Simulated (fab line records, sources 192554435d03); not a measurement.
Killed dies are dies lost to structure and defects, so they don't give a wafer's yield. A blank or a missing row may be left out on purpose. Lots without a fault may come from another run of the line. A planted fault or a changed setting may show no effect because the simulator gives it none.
Which tool did it? | flow n5_finfet | 24 lots, 72 wafers sampled, at 6 steps of a route of 1938

WHAT THE GAUGES READ, wafer by wafer
N5_ILD0_THK_MEAS_04. Usual: thk_nm 197.9 nm, standard deviation 1.2.
lot  | measured    | on            | thk_nm (nm)       | flag
L074 | day 3 14:52 | film_metro-02 | 198.2 196.9 197.2 |
L075 | day 3 22:23 | film_metro-02 | 196.7 198.9 197.7 |
L076 | day 4 03:46 | film_metro-02 | 198.0 198.5 198.3 |
L077 | day 4 08:21 | film_metro-02 | 198.9 197.8 198.2 |
L078 | day 4 12:43 | film_metro-02 | 195.0 198.4 197.8 |
L079 | day 4 21:57 | film_metro-01 | 197.8 197.6 196.5 |
L080 | day 5 03:50 | film_metro-02 | 195.6 198.0 195.2 |
L081 | day 5 10:00 | film_metro-01 | 197.8 197.3 199.4 |
L082 | day 5 17:01 | film_metro-02 | 197.3 197.8 199.2 |
L083 | day 6 02:22 | film_metro-01 | 196.5 197.5 196.3 |
L084 | day 6 03:42 | film_metro-01 | 198.4 199.2 198.6 |
L085 | day 6 09:05 | film_metro-02 | 196.2 198.9 197.1 |
L086 | day 6 13:22 | film_metro-02 | 197.2 197.6 198.3 |
L087 | day 6 19:22 | film_metro-02 | 198.7 197.2 198.7 |
L088 | day 7 03:47 | film_metro-02 | 198.0 197.0 198.5 |
L089 | day 7 06:31 | film_metro-02 | 197.9 198.9 198.0 |
L090 | day 7 12:44 | film_metro-01 | 197.7 196.2 198.1 |
L091 | day 8 03:29 | film_metro-02 | 198.2 197.1 199.0 |
L092 | day 8 01:23 | film_metro-02 | 198.1 198.1 195.9 |
L093 | day 8 08:14 | film_metro-01 | 198.8 197.9 196.6 |
L094 | day 8 13:09 | film_metro-01 | 197.5 196.0 196.4 |
L095 | day 8 20:41 | film_metro-02 | 197.7 197.8 199.3 |
L096 | day 9 03:14 | film_metro-01 | 197.2 197.4 198.1 |
L097 | day 9 07:38 | film_metro-01 | 198.9 196.9 200.5 |

N5_SDB_CD_MEAS_11: target cd 50 nm. Usual: cd_nm 51.0 nm, standard deviation 1.5.
lot  | measured    | on        | cd_nm (nm)     | flag
L074 | day 3 18:49 | cd_sem-03 | 51.7 51.4 51.9 |
L075 | day 4 02:43 | cd_sem-02 | 47.4 49.9 49.8 |
L076 | day 4 07:57 | cd_sem-01 | 52.5 51.3 50.9 |
L077 | day 4 12:16 | cd_sem-02 | 48.6 48.2 48.5 |
L078 | day 4 16:58 | cd_sem-01 | 49.7 49.8 51.1 |
L079 | day 5 02:01 | cd_sem-02 | 51.3 47.9 50.3 |
L080 | day 5 07:53 | cd_sem-02 | 52.0 50.2 51.3 |
L081 | day 5 14:03 | cd_sem-03 | 47.9 48.0 50.0 |
L082 | day 5 21:04 | cd_sem-01 | 52.3 51.5 53.8 |
L083 | day 6 06:17 | cd_sem-03 | 52.7 52.0 52.6 |
L084 | day 6 08:02 | cd_sem-01 | 51.7 52.0 50.5 |
L085 | day 6 13:08 | cd_sem-02 | 54.2 51.2 51.7 |
L086 | day 6 17:25 | cd_sem-03 | 50.0 50.9 48.8 |
L087 | day 6 23:23 | cd_sem-01 | 52.6 51.8 52.0 |
L088 | day 7 07:50 | cd_sem-01 | 50.6 49.2 51.9 |
L089 | day 7 10:35 | cd_sem-01 | 50.7 53.4 52.2 |
L090 | day 7 16:53 | cd_sem-03 | 51.5 51.5 51.1 |
L091 | day 8 07:32 | cd_sem-01 | 54.2 50.7 51.4 |
L092 | day 8 05:19 | cd_sem-02 | 52.9 51.6 52.2 |
L093 | day 8 12:10 | cd_sem-01 | 50.4 51.5 52.5 |
L094 | day 8 17:04 | cd_sem-02 | 52.1 51.9 51.3 |
L095 | day 9 00:44 | cd_sem-02 | 49.6 51.0 50.4 |
L096 | day 9 07:09 | cd_sem-02 | 51.6 49.9 51.8 |
L097 | day 9 11:42 | cd_sem-01 | 49.5 50.6 52.1 |

N5_SDB_INSPECT_13: inspects for defects (brightfield). Usual: raw_defect_count 78, standard deviation 31.
lot  | measured    | on                | raw_defect_count | flag
L074 | day 3 18:52 | defect_inspect-02 | 146 97 213       |
L075 | day 4 02:46 | defect_inspect-02 | 79 52 104        |
L076 | day 4 08:18 | defect_inspect-02 | 89 75 49         |
L077 | day 4 12:20 | defect_inspect-02 | 33 78 47         |
L078 | day 4 17:01 | defect_inspect-02 | 96 48 66         |
L079 | day 5 02:04 | defect_inspect-02 | 103 60 50        |
L080 | day 5 07:57 | defect_inspect-02 | 111 78 62        |
L081 | day 5 14:07 | defect_inspect-02 | 57 81 64         |
L082 | day 5 21:07 | defect_inspect-02 | 77 90 59         |
L083 | day 6 06:20 | defect_inspect-02 | 136 90 78        |
L084 | day 6 08:06 | defect_inspect-01 | 52 87 57         |
L085 | day 6 13:11 | defect_inspect-02 | 72 98 94         |
L086 | day 6 17:28 | defect_inspect-02 | 55 79 85         |
L087 | day 6 23:26 | defect_inspect-02 | 79 91 121        |
L088 | day 7 07:53 | defect_inspect-02 | 88 72 197        |
L089 | day 7 10:38 | defect_inspect-02 | 116 82 54        |
L090 | day 7 16:56 | defect_inspect-02 | 88 54 71         |
L091 | day 8 07:35 | defect_inspect-02 | 92 109 134       |
L092 | day 8 05:22 | defect_inspect-01 | 87 58 50         |
L093 | day 8 12:13 | defect_inspect-02 | 51 47 61         |
L094 | day 8 17:08 | defect_inspect-02 | 153 75 68        |
L095 | day 9 00:47 | defect_inspect-02 | 51 52 45         |
L096 | day 9 07:13 | defect_inspect-01 | 62 112 85        |
L097 | day 9 11:45 | defect_inspect-02 | 71 68 40         |

N5_DUMMY_REMOVAL_INSPECT_06: inspects for defects (brightfield). Usual: raw_defect_count 12, standard deviation 5.4.
lot  | measured    | on                | raw_defect_count | flag
L074 | day 3 23:41 | defect_inspect-02 | 6 14 7           |
L075 | day 4 06:59 | defect_inspect-02 | 7 6 14           |
L076 | day 4 12:41 | defect_inspect-02 | 10 9 9           |
L077 | day 4 17:23 | defect_inspect-02 | 21 17 20         |
L078 | day 4 22:01 | defect_inspect-02 | 15 9 5           |
L079 | day 5 06:11 | defect_inspect-02 | 16 7 7           |
L080 | day 5 12:32 | defect_inspect-02 | 11 10 6          |
L081 | day 5 18:31 | defect_inspect-02 | 16 9 11          |
L082 | day 6 01:14 | defect_inspect-02 | 26 23 33         |
L083 | day 6 10:33 | defect_inspect-02 | 7 9 10           |
L084 | day 6 12:13 | defect_inspect-01 | 18 10 13         |
L085 | day 6 17:19 | defect_inspect-02 | 2 16 18          |
L086 | day 6 21:42 | defect_inspect-01 | 14 8 13          |
L087 | day 7 04:42 | defect_inspect-01 | 24 14 11         |
L088 | day 7 12:20 | defect_inspect-01 | 13 8 14          |
L089 | day 7 14:45 | defect_inspect-01 | 20 11 8          |
L090 | day 7 21:15 | defect_inspect-02 | 12 10 13         |
L091 | day 8 11:46 | defect_inspect-02 | 10 10 18         |
L092 | day 8 10:14 | defect_inspect-01 | 11 8 10          |
L093 | day 8 16:23 | defect_inspect-01 | 20 22 15         |
L094 | day 8 21:21 | defect_inspect-01 | 7 11 10          |
L095 | day 9 05:13 | defect_inspect-01 | 8 12 18          |
L096 | day 9 12:04 | defect_inspect-01 | 17 7 8           |
L097 | day 9 18:35 | defect_inspect-01 | 6 9 6            |

N5_HKMG_FIN_CD_MEAS_49: target cd 202 nm. Usual: cd_nm 201.9 nm, standard deviation 0.8.
lot  | measured    | on        | cd_nm (nm)        | flag
L074 | day 4 01:02 | cd_sem-03 | 201.5 201.9 201.0 |
L075 | day 4 08:29 | cd_sem-02 | 202.0 201.7 201.9 |
L076 | day 4 14:01 | cd_sem-01 | 199.7 201.3 201.6 |
L077 | day 4 18:50 | cd_sem-03 | 201.6 201.3 202.0 |
L078 | day 4 23:19 | cd_sem-01 | 200.9 201.8 201.5 |
L079 | day 5 07:41 | cd_sem-03 | 201.7 202.7 202.3 |
L080 | day 5 13:56 | cd_sem-03 | 199.8 201.0 201.1 |
L081 | day 5 19:59 | cd_sem-01 | 202.4 202.4 203.3 |
L082 | day 6 02:32 | cd_sem-02 | 202.5 202.9 203.2 |
L083 | day 6 12:01 | cd_sem-03 | 202.2 201.8 201.9 |
L084 | day 6 13:23 | cd_sem-03 | 203.7 202.9 203.6 |
L085 | day 6 18:37 | cd_sem-02 | 201.8 201.5 202.3 |
L086 | day 6 22:53 | cd_sem-02 | 200.9 202.3 201.4 |
L087 | day 7 05:53 | cd_sem-02 | 201.0 202.4 202.5 |
L088 | day 7 13:42 | cd_sem-03 | 202.4 201.9 202.3 |
L089 | day 7 16:11 | cd_sem-01 | 201.5 201.7 201.8 |
L090 | day 7 22:27 | cd_sem-03 | 201.9 202.0 203.1 |
L091 | day 8 13:28 | cd_sem-02 | 202.3 201.8 200.8 |
L092 | day 8 11:33 | cd_sem-01 | 201.3 202.3 202.6 |
L093 | day 8 17:43 | cd_sem-02 | 201.9 201.6 201.0 |
L094 | day 8 22:45 | cd_sem-01 | 202.8 203.0 203.1 |
L095 | day 9 06:23 | cd_sem-02 | 202.5 202.4 201.5 |
L096 | day 9 13:49 | cd_sem-02 | 202.5 201.2 201.6 |
L097 | day 9 19:47 | cd_sem-02 | 202.3 202.8 201.8 |

WHICH TOOL RAN EACH LOT (tool, then ch and the chambers of the sampled wafers, then the start)
lot  | N5_SD_EPI_P_SD_RECESS_17
L074 | rie_si-02 ch 1,2, day 3 07:50
L075 | rie_si-06 ch 0,1,2, day 3 15:54
L076 | rie_si-02 ch 1,2, day 3 20:29
L077 | rie_si-02 ch 1,2,3, day 4 00:17
L078 | rie_si-02 ch 0,1,3, day 4 05:21
L079 | rie_si-06 ch 0,1,2, day 4 15:19
L080 | rie_si-01 ch 2,3, day 4 19:08
L081 | rie_si-06 ch 2,3, day 5 03:17
L082 | rie_si-06 ch 0,1,2, day 5 10:32
L083 | rie_si-01 ch 0,2,3, day 5 17:50
L084 | rie_si-01 ch 0,1,2, day 5 20:00
L085 | rie_si-01 ch 0,2,3, day 6 02:25
L086 | rie_si-01 ch 1,3, day 6 06:24
L087 | rie_si-06 ch 0,1,2, day 6 11:53
L088 | rie_si-06 ch 0,2,3, day 6 17:49
L089 | rie_si-02 ch 0,1,3, day 6 22:53
L090 | rie_si-01 ch 0,2,3, day 7 05:17
L091 | rie_si-02 ch 0,1,3, day 7 17:32
L092 | rie_si-01 ch 1,2, day 7 18:44
L093 | rie_si-01 ch 2,3, day 8 01:42
L094 | rie_si-06 ch 1,2,3, day 8 06:38
L095 | rie_si-06 ch 1,2, day 8 13:50
L096 | rie_si-06 ch 1,2,3, day 8 19:52
L097 | rie_si-01 ch 0,1,2, day 9 00:14
- N5_SD_EPI_P_SD_RECESS_17: chemistry HBr/Cl2/O2, target depth 39.1 nm, bt time 3 s.

WHAT THE TOOLS THEMSELVES READ (means of the sampled wafers that have a number; where no wafer has one, the mark that the record gives instead)
N5_SD_EPI_P_SD_RECESS_17. Usual: drypump_motor_current_A 5.8 A, standard deviation 0.42; he_backside_leak_sccm 2.8 sccm, standard deviation 0.32; oes_product_au 1.004 a.u., standard deviation 0.015; throttle_valve_pct 36.93 %, standard deviation 0.27.
lot  | tool      | drypump_motor_current_A (A) | he_backside_leak_sccm (sccm) | oes_product_au (a.u.) | throttle_valve_pct (%) | flag
L074 | rie_si-02 | 5.2                         | 2.5                          | 1.006                 | 36.61                  |
L075 | rie_si-06 | 5.8                         | 3.1                          | 1.021                 | 37.03                  |
L076 | rie_si-02 | 5.5                         | 2.5                          | 1.005                 | 36.98                  |
L077 | rie_si-02 | 5.6                         | 2.7                          | 1.013                 | 36.83                  |
L078 | rie_si-02 | 5.5                         | 2.7                          | 1.000                 | 36.61                  |
L079 | rie_si-06 | 5.8                         | 3.0                          | 1.006                 | 37.03                  |
L080 | rie_si-01 | 6.0                         | 2.8                          | 1.007                 | 37.01                  |
L081 | rie_si-06 | 5.9                         | 2.9                          | 1.000                 | 37.07                  |
L082 | rie_si-06 | 5.8                         | 2.9                          | 1.013                 | 37.04                  |
L083 | rie_si-01 | 6.1                         | 3.3                          | 1.008                 | 37.00                  |
L084 | rie_si-01 | 5.7                         | 2.5                          | 0.994                 | 36.89                  |
L085 | rie_si-01 | 6.1                         | 2.8                          | 1.002                 | 37.01                  |
L086 | rie_si-01 | 6.0                         | 2.8                          | 0.998                 | 36.78                  |
L087 | rie_si-06 | 5.8                         | 2.9                          | 1.019                 | 37.03                  |
L088 | rie_si-06 | 5.8                         | 3.0                          | 1.007                 | 37.13                  |
L089 | rie_si-02 | 5.5                         | 2.9                          | 0.995                 | 36.62                  |
L090 | rie_si-01 | 6.1                         | 2.8                          | 1.003                 | 37.01                  |
L091 | rie_si-02 | 5.5                         | 2.7                          | 1.000                 | 36.62                  |
L092 | rie_si-01 | 5.3                         | 2.3                          | 0.982                 | 36.73                  |
L093 | rie_si-01 | 6.2                         | 2.9                          | 1.007                 | 36.96                  |
L094 | rie_si-06 | 5.9                         | 2.9                          | 1.007                 | 36.97                  |
L095 | rie_si-06 | 5.8                         | 2.8                          | 1.004                 | 36.87                  |
L096 | rie_si-06 | 5.9                         | 2.9                          | 1.001                 | 36.97                  |
L097 | rie_si-01 | 5.7                         | 2.5                          | 0.995                 | 36.89                  |

THE ANSWER, worked out from the rows above alone
Rule: a lot is off if the mean of its wafers that have a number lies more than 3 standard deviations from the usual mean. A lot without any number at a reading at which 4 lots or more have one is off too. The other lots that the step has rows for count as sound. The gauges are gone through in route order, then the tools' own readings, and for those a lot's mean is taken as printed above. The first step at which some lot is off is used, and at that step the reading that is off furthest; a lot without a number counts as furthest.
No lot is off at any reading shown: from this, nothing can be told.

WHAT THE SIMULATOR HAD PUT IN
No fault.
